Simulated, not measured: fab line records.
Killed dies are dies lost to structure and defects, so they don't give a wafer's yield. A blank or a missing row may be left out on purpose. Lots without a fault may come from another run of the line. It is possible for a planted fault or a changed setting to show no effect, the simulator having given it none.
Chamber matching -- flow n5-finfet -- N5_BEOL_M4_CO_CAP_55 on cvd-co-02 has 3 sister chambers
The step material Co, precursor CCTBA/H2, target thk 2 nm, time 102.1 s. 3 wafers are shown with their chamber, then 11 later ones without.

## WAFERS PAIRED WITH THEIR CHAMBERS
wafer,chamber,heater-power-w (W)
L085.6,1,256
L084.6,0,276
L088.2,2,208

## WAFERS WITHOUT THEIR CHAMBER
wafer,heater-power-w (W)
L088.4,257
L088.5,215
L090.3,213
L090.4,215
L090.5,271
L094.1,256
L094.5,249
L094.6,273
L096.1,275
L096.2,255
L096.4,269

## CHAMBER TAKEN BY EACH
wafer,from the rows above,in truth
L088.4,1,1
L088.5,2,2
L090.3,2,2
L090.4,2,2
L090.5,0,0
L094.1,1,1
L094.5,1,1
L094.6,0,0
L096.1,0,0
L096.2,1,1
L096.4,can't be placed: 0 or 1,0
Correct placement for 10 of the 11. Unplaceable from these rows: 1, with the true chamber sitting among the candidates in 1. Wrongly placed: 0.
How it was worked out, from the rows above alone: a wafer's distance from a chamber is the root of the sum, over the readings, of the square of ((its reading less the chamber's mean) divided by the reading's scatter). The wafer belongs to the nearest chamber; if the next one is less than 2 further off, it can't be placed. A chamber's mean is the mean of its shown wafers. The scatter: with one shown wafer a chamber, the root of the mean of the squares of how far each hidden wafer lies from its nearest shown one.
